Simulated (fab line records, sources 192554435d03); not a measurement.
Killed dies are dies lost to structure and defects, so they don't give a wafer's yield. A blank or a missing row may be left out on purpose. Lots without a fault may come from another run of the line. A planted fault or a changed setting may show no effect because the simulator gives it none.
Chamber matching | flow n5_finfet | N5_HKMG_FIN_ALD_75 on ald_hk-03: 4 sister chambers
The step deposits Al2O3, target thk 1 nm, co reactant pulse time 1 s. 8 wafers are shown with their chamber, then 9 later ones without.

WAFERS WITH THEIR CHAMBER
wafer  | chamber | heater_power_w (W) | precursor_pulse_height_rel
L076.4 | 1       | 144                | 0.987
L082.6 | 3       | 151                | 0.974
L084.1 | 2       | 169                | 0.980
L084.2 | 0       | 145                | 1.019
L084.4 | 3       | 150                | 0.992
L086.1 | 2       | 162                | 1.005
L086.3 | 0       | 150                | 1.004
L086.4 | 1       | 147                | 0.992

WAFERS WITHOUT THEIR CHAMBER
wafer  | heater_power_w (W) | precursor_pulse_height_rel
L088.3 | 140                | 1.017
L088.5 | 141                | 1.039
L088.6 | 163                | 0.998
L089.3 | 154                | 1.017
L089.5 | 165                | 0.984
L089.6 | 139                | 0.987
L094.2 | 144                | 0.994
L094.4 | 154                | 0.990
L094.5 | 163                | 0.988

WHICH CHAMBER EACH WENT THROUGH
wafer  | from the rows above          | in truth
L088.3 | can't be placed: 0 or 1 or 3 | 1
L088.5 | can't be placed: 0 or 1      | 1
L088.6 | 2                            | 2
L089.3 | can't be placed: 0 or 3 or 1 | 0
L089.5 | 2                            | 2
L089.6 | can't be placed: 1 or 0 or 3 | 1
L094.2 | can't be placed: 1 or 0 or 3 | 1
L094.4 | can't be placed: 3 or 1 or 0 | 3
L094.5 | 2                            | 2
Placed correctly: 3 of 9. Can't be placed from these rows: 6 (the true chamber is among the candidates in 6). Placed wrongly: 0.
How it was worked out, from the rows above alone: a wafer's distance from a chamber is the root of the sum, over the readings, of the square of ((its reading less the chamber's mean) divided by the reading's scatter). The wafer belongs to the nearest chamber; if the next one is less than 2 further off, it can't be placed. A chamber's mean is the mean of its shown wafers. The scatter: the root of (the sum of the squares of (reading less its chamber's mean) over the shown wafers, divided by (wafers less chambers)).
